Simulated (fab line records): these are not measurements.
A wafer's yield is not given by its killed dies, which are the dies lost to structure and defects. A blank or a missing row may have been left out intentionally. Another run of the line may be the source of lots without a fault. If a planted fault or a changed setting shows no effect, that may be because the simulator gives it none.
fab line records    flow n5-finfet
record lots=5  wafers=15  last-day=18
route steps=1938 shown BEOL_M0@735 BEOL_M1@751 BEOL_M4@1111 PASSIVATION@1936
lots with no fault: from the same line, run without faults
start-h: hours from the record's first day to the start of the lot's first wafer shown    wait-h: time in hours since the lot's previous step    " identical to the entry in the row above    L1.1+2: several wafers, shown together as one row    - no value, or no start was given    * or withheld: withheld    < > ~ a bound
route shown NAME@n: NAME is a module with steps in the file, n the number in the route of the first one    usual: the fault-free wafers' mean and standard deviation    same: alike in all rows    chamber/n: place in a boat    sites: per-site readings    _std_site: how widely they spread, as a standard deviation    _edge_site: inner sites' mean taken away from outer sites' mean    radius-mm: how far each site lies from the wafer's centre    mask NAME#n: copy n    behind: the most recent tool/chamber to have shaped the wafer    hold: what put the lot on hold/how long, in hours/how the hold closed    device: which transistor (n, p or np) failed to switch    end of line: the same wafers' tests at the end of the route    step lacking rows: just its recipe    killed: at the first sort, the dies lost to defects and structure; wafer yield is something else    map: a wafer's dies, marking killed ones x, the rest . and places with no die _
set.NAME: the setting the step ran with; set.NAME@STEP: the setting that earlier step ran with    model.NAME: the simulator's own value behind a step, which no gauge read
a table for each step, a row for each wafer; lots at some steps of the route
services: the hour from which a tool's chamber was out of use, counted from the record's first day as start-h (under 0 if before that day), plus the number of hours and why
## steps
# step N5_BEOL_M0_ANNEAL_117
# recipe temp-c=400  time-s=60  ambient=vacuum
# step N5_BEOL_M0_SPUTTER_132
# recipe material=Cu  target-thk-a=40  temp-c=-20  chamber-pressure-pa=0.07  power-w=withheld  time-s=7.37
# step N5_BEOL_M0_ANNEAL_133
# recipe temp-c=400  time-s=60  ambient=vacuum
# step N5_BEOL_M0_SPUTTER_134
# recipe material=Cu  target-thk-a=40  temp-c=-20  chamber-pressure-pa=0.07  power-w=withheld  time-s=7.37
# step N5_BEOL_M0_ANNEAL_135
# recipe temp-c=400  time-s=60  ambient=vacuum
# step N5_BEOL_M0_SPUTTER_141
# recipe material=Cu  target-thk-a=40  temp-c=-20  chamber-pressure-pa=0.07  power-w=withheld  time-s=7.37
# step N5_BEOL_M0_ECD_118
# recipe material=Cu  target-thk-a=3000
# step N5_BEOL_M0_ANNEAL_119
# recipe temp-c=225  time-s=90  ambient=N2
# step N5_BEOL_M0_CMP_120
# recipe stop-on=SiOC  t-overpolish-s=6.9  down-force-psi=1  platen-rpm=50  clearing-platen-down-force-psi=1.5  clearing-platen-rpm=50  post-cmp-clean=cu-alkaline  clearing-platen-pad-velocity-m-s=0.99484  pad-velocity-m-s=0.99484
# step N5_BEOL_M0_PRE_CLEAN_131
# recipe gas=NH3/H2  time-s=15  temp-c=*  rf-power-w=300
# step N5_BEOL_M0_CO_CAP_123
# recipe material=Co  target-thk-a=20  temp-c=200  precursor=CCTBA/H2  pressure-torr=30  time-s=102.1
# step N5_BEOL_M0_PRE_CLEAN_124
# recipe gas=NH3  time-s=15  temp-c=withheld  rf-power-w=300
lot.wafer   tool      chamber  start-h  wait-h
L422.2+4+5  pecvd-03  1,1,0    142.21   0.1
L432.2+5+6  pecvd-03  1,2,0    203.20   0.1
L435.2+3+4  pecvd-03  0,1,0    212.60   0.1
L434.2+3+6  pecvd-03  0        218.92   0.1
L443.4+5+6  pecvd-02  1,0,2    264.79   0.0
# step N5_BEOL_M0_DEP_125
# recipe material=SiCN  target-thk-a=80  temp-c=withheld  precursor=3MS/NH3  pressure-torr=3  rf-w=202  time-s=14
# step N5_BEOL_M0_INSPECT_127
# recipe inspect-instrument=darkfield  mode=post-dep
# usual raw-defect-count=77/24
lot.wafer  tool               chamber  start-h  wait-h  raw-defect-count
L422.2     defect-inspect-02  -        142.32   0.0     98
L422.4     "                  -        "        "       58
L422.5     "                  -        "        "       59
L432.2     defect-inspect-01  -        203.31   0.0     45
L432.5     "                  -        "        "       86
L432.6     "                  -        "        "       1084
L435.2     defect-inspect-02  -        212.74   0.0     1154
L435.3     "                  -        "        "       58
L435.4     "                  -        "        "       1102
L434.2     defect-inspect-01  -        219.07   0.0     1017
L434.3     "                  -        "        "       1083
L434.6     "                  -        "        "       1099
L443.4     defect-inspect-01  -        264.90   0.0     68
L443.5     "                  -        "        "       83
L443.6     "                  -        "        "       84
# step N5_BEOL_M1_ILD_DEP_00
# recipe material=SiOC  target-thk-a=790  temp-c=350  precursor=DEMS/O2  pressure-torr=5  rf-w=500  time-s=15.3
# step N5_BEOL_M1_PECVD_72
# recipe material=SiO2  target-thk-a=160  temp-c=400  precursor=TEOS/O2  pressure-torr=5.5  rf-w=450  teos-flow-sccm=53.8  gas=O2  flow-sccm=3000  time-s=18
# step N5_BEOL_M1_HM_DEP_02
# recipe material=TiN  target-thk-a=200  temp-c=25  chamber-pressure-pa=0.49996
# step N5_BEOL_M1_COAT_61
# recipe resist=SOC  temp-c=250  time-s=60  spin-rpm=1500  resist-thk-nm=60
# step N5_BEOL_M1_COAT_62
# recipe resist=SiARC  temp-c=220  time-s=60  spin-rpm=1500  resist-thk-nm=12
# step N5_BEOL_M1_COAT_73
# recipe resist=underlayer  temp-c=205  time-s=60  spin-rpm=1500  resist-thk-nm=5
# step N5_BEOL_M1_COAT_05
# recipe resist=CAR-EUV  spin-rpm=1500  resist-thk-nm=30
# step N5_BEOL_M1_EBR_07
# recipe solvent=PGMEA  ebr-width-mm=1.5
# step N5_BEOL_M1_SOFTBAKE_06
# recipe temp-c=110  time-s=60  resist=CAR-EUV
# step N5_BEOL_M1_EXPOSE_08
# recipe mask-id=M1  na=0.33  source-shape=dipole  sigma-inner=0.369  sigma-outer=0.767  polarization=unpolarized  dose-mj=33
# step N5_BEOL_M1_PEB_09
# recipe peb-temp-c=100  peb-time-s=60  resist=CAR-EUV
# step N5_BEOL_M1_DEVELOP_10
# recipe develop-time-s=30  developer=TMAH  resist=CAR-EUV  rinse-liquid=surfactant-rinse  dry=air-spin  dev-temp-c=23
# step N5_BEOL_M1_INSPECT_13
# recipe mode=adi  inspect-instrument=brightfield
# usual raw-defect-count=438/93
lot.wafer  tool               chamber  start-h  wait-h  raw-defect-count
L422.2     defect-inspect-02  -        143.00   0.0     356
L422.4     "                  -        "        "       450
L422.5     "                  -        "        "       397
L432.2     defect-inspect-01  -        206.05   0.0     580
L432.5     "                  -        "        "       511
L432.6     "                  -        "        "       1643
L435.2     defect-inspect-01  -        213.89   0.1     1557
L435.3     "                  -        "        "       396
L435.4     "                  -        "        "       1358
L434.2     defect-inspect-01  -        221.24   0.0     1278
L434.3     "                  -        "        "       1373
L434.6     "                  -        "        "       1463
L443.4     defect-inspect-02  -        267.40   0.0     433
L443.5     "                  -        "        "       571
L443.6     "                  -        "        "       369
# step N5_BEOL_M1_DESCUM_16
# recipe chemistry=O2  time-s=7  source-power-w=50  bias-power-w=20  pressure-mtorr=20  rf-frequency-hz=2.712e+07  temp-c=40  resist=CAR-EUV  o2-flow-sccm=225
# step N5_BEOL_M1_ETCH_74
# recipe chemistry=N2/H2  target=underlayer  target-depth-a=65  mask-material=CAR-EUV  time-s=5.2  ion-energy-ev=200  pressure-mtorr=30  source-w=840  bias-w=150  n2-flow-sccm=200  h2-flow-sccm=200  ends=cleared
# step N5_BEOL_M1_ETCH_63
# recipe chemistry=CF4  target=SiARC  target-depth-a=156  mask-material=CAR-EUV  time-s=26  ion-energy-ev=80  pressure-mtorr=40  source-w=545  bias-w=36  Ar_flow_sccm=100  cf4-flow-sccm=100  ends=cleared
# step N5_BEOL_M1_ETCH_64
# recipe chemistry=N2/H2  target=SOC  target-depth-a=750  overetch-a=150  mask-material=SiARC  temp-c=40  time-s=112.5  ion-energy-ev=200  pressure-mtorr=30  source-w=840  bias-w=150  n2-flow-sccm=200  h2-flow-sccm=200
# step N5_BEOL_M1_STRIP_65
# recipe chemistry=N2/H2  temp-c=40  n2-flow-sccm=200  h2-flow-sccm=200  rf-frequency-hz=6e+07
# step N5_BEOL_M1_STRIP_75
# recipe chemistry=N2/H2  temp-c=40  n2-flow-sccm=200  h2-flow-sccm=200  rf-frequency-hz=6e+07
# step N5_BEOL_M1_STRIP_66
# recipe chemistry=CF4  resist=SiARC  power-w=300  bias-power-w=75  pressure-mtorr=50  cf4-flow-sccm=150  rf-frequency-hz=6e+07
# step N5_BEOL_M1_HM_OPEN_17
# recipe chemistry=Cl2/BCl3  target-depth-a=200  overetch-a=60  target=TiN  mask-material=SOC  ion-energy-ev=150  pressure-mtorr=10  icp-w=1000  bias-w=126  Cl2_flow_sccm=53.25  bcl3-flow-sccm=21.75  Ar_flow_sccm=25
# step N5_BEOL_M1_STRIP_19
# recipe chemistry=O2  power-w=400  temp-c=40  pressure-mtorr=30  rf-frequency-hz=6e+07  bias-power-w=0  overash-fraction=0.2  o2-flow-sccm=225
# step N5_BEOL_M1_INSPECT_30
# recipe mode=adi  inspect-instrument=brightfield
# usual raw-defect-count=438/93
lot.wafer  tool               chamber  start-h  wait-h  raw-defect-count
L422.2     defect-inspect-01  -        143.89   0.0     356
L422.4     "                  -        "        "       397
L422.5     "                  -        "        "       363
L432.2     defect-inspect-01  -        207.62   0.1     578
L432.5     "                  -        "        "       506
L432.6     "                  -        "        "       1608
L435.2     defect-inspect-01  -        214.89   0.0     1549
L435.3     "                  -        "        "       382
L435.4     "                  -        "        "       1398
L434.2     defect-inspect-02  -        222.52   0.0     1302
L434.3     "                  -        "        "       1401
L434.6     "                  -        "        "       1525
L443.4     defect-inspect-02  -        268.51   0.0     434
L443.5     "                  -        "        "       561
L443.6     "                  -        "        "       373
# step N5_BEOL_M4_RC_MEAS_101
# usual DIBL_N=35.7/1.5  DIBL_P=35.7/2  IOFF_N=0.155/0.026  IOFF_P=0.20/0.031  ION_N=675/11  ION_P=462/7.1  SS_N=71.3/0.57  SS_P=73.1/0.56  VT_N=250/3  VT_P=-251/3
lot.wafer  tool       chamber  start-h  wait-h  DIBL_N[mV/V]  DIBL_P[mV/V]  IOFF_N[nA/um]  IOFF_P[nA/um]  ION_N[uA/um]  ION_P[uA/um]  SS_N[mV/dec]  SS_P[mV/dec]  VT_N[mV]  VT_P[mV]
L422.2     prober-02  0        194.28   0.2     37.2          37.7          0.195          0.27           681           474           72.1          72.8          244       -245
L422.4     "          0        "        "       34.4          34.7          0.139          0.21           663           460           71.3          73.1          253       -249
L422.5     "          0        "        "       34.9          34.9          0.153          0.22           680           469           71.1          72.8          249       -247
L432.2     prober-01  0        253.04   0.2     34.4          34.6          0.141          0.20           663           458           71.4          72.4          251       -249
L432.5     "          0        "        "       36.3          37.5          0.201          0.26           705           483           71.1          73.9          244       -247
L432.6     "          0        "        "       35.1          35.7          0.160          0.21           674           461           71.1          72.9          247       -247
L435.2     prober-02  0        260.55   0.2     35.9          36.7          0.149          0.21           673           469           70.7          72.9          250       -248
L435.3     "          0        "        "       36.7          37.2          0.162          0.22           669           465           70.9          72.2          248       -248
L435.4     "          0        "        "       36.7          37.1          0.163          0.23           697           470           71.0          73.1          248       -248
L434.2     prober-02  0        267.79   0.2     36.0          36.6          0.160          0.20           685           466           71.1          72.7          250       -255
L434.3     "          0        "        "       36.8          38.3          0.181          0.24           685           469           71.4          73.9          247       -249
L434.6     "          0        "        "       36.5          37.4          0.172          0.21           683           464           71.3          73.3          247       -251
L443.4     prober-02  0        320.53   0.5     37.1          38.4          0.175          0.22           669           457           71.6          73.4          249       -252
L443.5     "          0        "        "       35.9          37.9          0.164          0.20           681           462           71.2          73.8          250       -252
L443.6     "          0        "        "       38.2          40.2          0.214          0.26           680           464           72.1          74.0          244       -248
# step N5_PASSIVATION_PROBE_49
# usual defect-limited-yield=91.4/1.5  killed_at_M0_to_M3=34/10  killed_at_M4_up=15/6  killed-at-contacts=12/6  killed-at-front-end=37/11  killed-at-other=3.3/2.8  killed-dies=101/18  killed-on-rim=14/4.4  killed-open=66/14  killed-short=33/7.8  sort_bin_5_function=5.0/0.97  sort_bin_6_memory=3.2/0.72  sort-n-pass=1079/18  sort-yield-pct=91.4/1.5
# same gross-dies=1180  killed-at-back-side=0  sort_bin_4_leakage[%]=0  sort_bin_8_speed[%]=0
lot.wafer  tool       chamber  start-h  wait-h  defect-limited-yield[%]  killed_at_M0_to_M3  killed_at_M4_up  killed-at-contacts  killed-at-front-end  killed-at-other  killed-dies  killed-on-rim  killed-open  killed-short  sort_bin_5_function[%]  sort_bin_6_memory[%]  sort-n-pass  sort-yield-pct[%]
L422.2     prober-01  -        303.05   0.1     92.5                     32                  9                1                   43                   4                89           13             60           27            4.4                     3.1                   1091         92.5
L422.4     prober-01  -        303.15   0.2     92.1                     42                  11               6                   30                   4                93           10             67           26            5.0                     2.6                   1087         92.1
L422.5     prober-01  -        303.20   0.2     92.7                     36                  12               5                   29                   4                86           15             55           30            4.3                     2.6                   1094         92.7
L432.2     prober-02  -        365.88   0.1     89.2                     33                  11               13                  68                   2                127          18             85           41            6.2                     4.3                   1053         89.2
L432.5     prober-02  -        366.03   0.2     93.8                     20                  7                7                   39                   0                73           9              48           24            4.1                     1.9                   1107         93.8
L432.6     prober-02  -        366.08   0.3     80.8                     154                 10               8                   54                   1                227          43             67           50            11.7                    3.9                   953          80.8
L435.2     prober-02  -        369.42   0.1     81.6                     144                 23               24                  25                   1                217          31             79           26            11.7                    3.6                   963          81.6
L435.4     prober-02  -        369.52   0.2     82.4                     136                 22               12                  36                   2                208          34             66           30            10.0                    3.9                   972          82.4
L434.2     prober-02  -        386.50   0.1     83.6                     138                 14               10                  29                   2                193          30             57           31            10.2                    3.4                   987          83.6
L434.3     prober-02  -        386.55   0.1     82.1                     156                 24               10                  18                   3                211          29             66           29            10.6                    4.0                   969          82.1
L434.6     prober-02  -        386.70   0.3     83.9                     142                 18               5                   23                   2                190          31             51           22            8.9                     3.5                   990          83.9
# killed by level:class
L422.2 FIN_SAQP:geometric-particle:open=16 FIN_SAQP:geometric-particle:short=7 DUMMY_GATE:geometric-particle:open=7 BEOL_M3:geometric-particle:open=7 BEOL_M1:geometric-particle:open=5 BEOL_M2:geometric-particle:open=5 BEOL_M0_SAQP:geometric-particle:short=4 BEOL_M0_SAQP:geometric-particle:open=4
L422.4 BEOL_M1:geometric-particle:open=11 BEOL_M2:geometric-particle:open=9 DUMMY_GATE:geometric-particle:open=8 BEOL_M4:geometric-particle:open=7 FIN_SAQP:geometric-particle:open=6 BEOL_M3:geometric-particle:open=6 BEOL_M0_SAQP:geometric-particle:open=5 MOL_CONTACT_COAG:geometric-particle:open=4
L422.5 BEOL_M0_SAQP:geometric-particle:open=9 BEOL_M0_SAQP:geometric-particle:short=7 FIN_SAQP:geometric-particle:short=5 STI_FIN_REVEAL:geometric-particle:open=5 BEOL_M1:geometric-particle:open=5 BEOL_M4:geometric-particle:open=5 STARTING-WAFER:geometric-particle:short=5 MOL_CONTACT_COAG:geometric-particle:open=4
L432.2 FIN_SAQP:geometric-particle:open=16 STI_FIN_REVEAL:geometric-particle:open=12 BEOL_M0_SAQP:geometric-particle:open=12 FIN_SAQP:geometric-particle:short=11 MOL_CONTACT_COAG:geometric-particle:open=11 GATE_CUT:geometric-particle:short=9 BEOL_M0_SAQP:geometric-particle:short=8 BEOL_M4:geometric-particle:open=6
L432.5 FIN_SAQP:geometric-particle:open=11 GATE_CUT:geometric-particle:short=5 BEOL_M0_SAQP:geometric-particle:open=5 BEOL_M0:geometric-particle:open=5 GATE_CUT:geometric-particle:open=4 MOL_CONTACT_COAG:geometric-particle:short=4 BEOL_M2:geometric-particle:open=3 DUMMY_GATE:geometric-particle:open=3
L432.6 BEOL_M0:unspecified=110 BEOL_M0_SAQP:geometric-particle:short=13 BEOL_M0_SAQP:geometric-particle:open=12 FIN_SAQP:geometric-particle:open=11 FIN_SAQP:geometric-particle:short=10 GATE_CUT:geometric-particle:short=9 BEOL_M3:geometric-particle:open=7 DUMMY_GATE:geometric-particle:open=6
L435.2 BEOL_M0:unspecified=112 MOL_CONTACT_COAG:geometric-particle:open=16 BEOL_M0_SAQP:geometric-particle:open=12 BEOL_M4:geometric-particle:open=12 FIN_SAQP:geometric-particle:open=8 MOL_CONTACT_COAG:geometric-particle:short=8 BEOL_M0_SAQP:geometric-particle:short=5 BEOL_M3:geometric-particle:open=5
L435.4 BEOL_M0:unspecified=111 BEOL_M4:geometric-particle:open=10 MOL_CONTACT_COAG:geometric-particle:open=9 GATE_CUT:geometric-particle:open=8 STI_FIN_REVEAL:geometric-particle:open=7 BEOL_M0_SAQP:geometric-particle:open=7 BEOL_M3:geometric-particle:open=7 FIN_SAQP:geometric-particle:short=5
L434.2 BEOL_M0:unspecified=103 FIN_SAQP:geometric-particle:open=10 BEOL_M2:geometric-particle:open=9 MOL_CONTACT_COAG:geometric-particle:open=8 BEOL_M3:geometric-particle:open=8 FIN_SAQP:geometric-particle:short=7 BEOL_M0_SAQP:geometric-particle:open=7 BEOL_M4:geometric-particle:open=6
L434.3 BEOL_M0:unspecified=113 BEOL_M4:geometric-particle:open=14 BEOL_M2:geometric-particle:open=11 MOL_CONTACT_COAG:geometric-particle:open=9 BEOL_M0_SAQP:geometric-particle:short=9 BEOL_M0_SAQP:geometric-particle:open=8 BEOL_M1:geometric-particle:open=6 BEOL_M2:geometric-particle:short=4
L434.6 BEOL_M0:unspecified=112 BEOL_M2:geometric-particle:open=17 BEOL_M5:geometric-particle:open=6 BEOL_M0_SAQP:geometric-particle:short=4 BEOL_M4:geometric-particle:open=4 GATE_CUT:geometric-particle:open=3 MOL_CONTACT_COAG:geometric-particle:open=3 BEOL_M0_SAQP:geometric-particle:open=3
# map L432.6 (x killed, . not)
_________________.x.....x....________________
______________.............x.x.._____________
___________.......xx.....x.........__________
__________...x..x.....x..x.........._________
________x.x.............xx...x...x.xx._______
_______...........x............x..x....______
______...........x....................x._____
_____......x...x....x..x...x.........x...____
____........xx.........x.....x...xx.......___
___...........xx....x.x....................__
___x...x.................x.....x..x.x.x...x__
__.x....x..x....................xx.....x.x.._
__....x...............................x....._
_....x......x..x.............................
_...x..........x..x..........................
_.x..............................x..........x
_.x.......x...................x......x.......
_..........x.xx....................x.......x.
_...xx.......x.x........x..x.x..........x.x.x
_x.x............x............................
_......................x.x..............x..x.
__..........x...................x.x........._
__.x.......x..x..........x.........x...x.x.._
___.....xx..................xxxxxx..x.x....__
___.x.....................x..xxxxx.x.xx....__
____.......................xxxxxxxxxxx.xx.___
_____.x..x.............xx.xxxxxxxxxxxxxxx____
______.......x...........xxxxxxxxxxxxxxx_____
_______..........x......x.xxxxxxxxxxxxx______
________...x..............xxxxxxxxxxxx_______
__________................xxxxxxxxxx_________
___________..x...x........x.xxxxxxx__________
______________..x..........xxxxx_____________
_________________.x......x..x________________
# map L434.3 (x killed, . not)
_________________.x..........________________
______________.................._____________
___________........................__________
__________....................x....._________
________..........x...x....x..x......._______
_______.....x......x....x.............x______
______....x.x............x.x............_____
_____........x......................x....____
____..........x......x..........xx........___
___.x.............x.....x...x.......x.x....__
___.........................x..............__
__.x....x........x.............x.x.........._
__.......x.x.x..............xx.....x...x...._
_.........................x....x........x....
_.....x..............x.x....x....x..x......x.
_.................................x........x.
_........x.................................x.
_.xx.................x.......................
_..xx..............x.........................
_........x...........x...............x......x
_..................x.......x.........x.......
__....................x........x...x.....x.._
__.....x.............x.........xx..........x_
___.............x......x.x.xxx.xxxxx.......__
___.x............x.........xx.xxxxxxx.x....__
____..............xx.......xxxxxxxxxxxxx..___
_____..............x..x...xxxxxxxxxxxxxx.____
______.......x....x....x.x.xxxxxxxxxxxxx_____
_______..................xxxxxxxxxxxxxx______
________x....x.....x..x.xxxxxxxxxxxxxx_______
__________.x....x........xxxxxxxxxxx_________
___________............x.xxxxxxxxxx__________
______________......x...x.x..xxx_____________
_________________.......x.x.x________________
## services
tool      chamber  start-h  hours  kind
pecvd-03  -        142.42   14.6   pm
pecvd-02  0        156.95   2.1    scheduled-down
pecvd-03  2        209.24   13.2   repair
pecvd-02  1        209.88   2.1    scheduled-down
pecvd-02  2        223.44   4.2    repair
pecvd-03  1        260.12   40.9   repair
## key
first-sign step=N5_BEOL_M0_INSPECT_127  reading=raw-defect-count  direction=up  sigmas=42  usual=77  struck=1090
effect step=N5_BEOL_M1_INSPECT_13  reading=raw-defect-count  direction=up  sigmas=11  usual=438  struck=1445
effect step=N5_BEOL_M1_INSPECT_30  reading=raw-defect-count  direction=up  sigmas=11  usual=438  struck=1464
effect step=N5_PASSIVATION_PROBE_49  reading=killed_at_M0_to_M3  direction=up  sigmas=11  usual=34  struck=145
more-kills-born-at N5_BEOL_M0_PRE_CLEAN_124@pecvd-03=661
met-at N5_BEOL_M0_PRE_CLEAN_124
struck-wafers L432.6,L434.2,L434.3,L434.6,L435.2,L435.4
onset-between 142.21 203.20
fault kind=chamber-particle-source  tool=pecvd-03  chamber=0  onset-h=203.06  steps=N5_BEOL_M0_PRE_CLEAN_124  rate-per-visit-cm2=1.5838  end-h=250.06
